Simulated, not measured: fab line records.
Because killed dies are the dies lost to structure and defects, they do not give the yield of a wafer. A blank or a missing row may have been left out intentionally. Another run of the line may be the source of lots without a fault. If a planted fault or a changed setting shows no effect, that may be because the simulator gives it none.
The same fault as seen by 3 desks    flow nand harc    what lay behind the numbers comes last; until then each desk has only its own

## THE TOOL OWNER'S DESK: rie si-04
The tool's own readings at NHARC_P_STI_ETCH_15 (etches the open film in HBr/Cl2, target depth 300 nm, time 100.1 s): means of the sampled wafers that have a number, for each lot that ran on this tool. Any lot whose mean is over 4 standard deviations away from the usual mean is out of limits and marked OUT; that distance is given in the brackets.
Columns: A = bias w at NHARC_P_STI_ETCH_15, usual 99.98 W; B = drypump motor current A at NHARC_P_STI_ETCH_15, usual 5.6 A; C = oes product au at NHARC_P_STI_ETCH_15, usual 0.999 a.u.; D = throttle valve pct at NHARC_P_STI_ETCH_15, usual 26.406 %
lot   first seen here  A       B    C                 D
L980  day 5 16:55      100.30  5.6  0.962 (-5.0) OUT  26.403
L982  day 6 16:31      100.09  5.5  0.994             26.416
L990  day 9 22:45      99.96   5.5  0.999             26.413
L994  day 11 10:40     99.89   5.6  0.999             26.402
Finding of this desk: L980 out of limits; the first was L980 at day 5 16:55, on oes product au at NHARC_P_STI_ETCH_15. In limits: L982, L990, L994.

## THE METROLOGY DESK
Means of the sampled wafers that have a number, per lot and without regard to the tool the lot ran on: this is what the gauges read. Any lot whose mean is over 4 standard deviations away from the usual mean is out of limits and marked OUT; that distance is given in the brackets.
Columns: A = cd nm at NHARC_P_STI_CD_MEAS_09, usual 199.7 nm; B = overlay x nm at NHARC_P_STI_OVL_MEAS_10, usual -2 nm; C = overlay y nm at NHARC_P_STI_OVL_MEAS_10, usual 0 nm; D = cd nm at NHARC_P_STI_CD_MEAS_16, usual 199.3 nm; E = trench depth nm at NHARC_P_STI_OCD_MEAS_17, usual 300.7 nm; F = trench foot cd nm at NHARC_P_STI_OCD_MEAS_17, usual 157.6 nm
lot   first seen here  A      B    C   D      E                 F
L977  day 4 12:40      200.8  1    3   200.0  300.9             158.7
L980  day 5 16:23      200.1  -9   -5  199.2  283.8 (-5.8) OUT  160.7
L982  day 6 15:58      198.6  10   11  198.7  296.4             157.2
L990  day 9 22:12      202.4  6    -8  201.9  298.2             160.8
L994  day 11 10:06     201.2  -2   -4  200.0  298.7             159.3
L996  day 12 08:36     199.7  -11  6   199.8  294.8             158.3
Finding of this desk: L980 out of limits; the first was L980 at day 5 17:10, on trench depth nm at NHARC_P_STI_OCD_MEAS_17. In limits: L977, L982, L990, L994, L996.

## THE DEFECT DESK
Inspection counts along the route, by lot: the mean over sampled wafers that carry a number. Any lot whose mean is over 4 standard deviations away from the usual mean is out of limits and marked OUT; that distance is given in the brackets.
Columns: A = raw defect count at NHARC_P_STI_INSPECT_11, usual 5.5
lot   first seen here  A
L977  day 4 12:47      6.0
L980  day 5 16:31      6.0
L982  day 6 16:05      8.7
L990  day 9 22:20      3.7
L994  day 11 10:13     5.0
L996  day 12 08:44     4.3
Result from this desk: across the 6 lots, nothing is out of limits.

## ALL TOGETHER
At day 5 16:55, on L980, the tool owner's desk was in a position to raise an alarm.
An alarm was possible from the metrology desk at day 5 17:10, on L980.
No out-of-limits result turned up at the defect desk.
The defect desk has L980 on record, within its limits.
All the named lots went through NHARC_P_STI_ETCH_15 on rie si-04.

## WHAT THE SIMULATOR PUT IN
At NHARC_P_STI_ETCH_15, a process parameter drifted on rie si-04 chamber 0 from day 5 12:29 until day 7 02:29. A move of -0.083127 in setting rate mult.
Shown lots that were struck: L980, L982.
Fault start to first reading out of limits, in hours, per desk: tool owner, 4; metrology, 5.
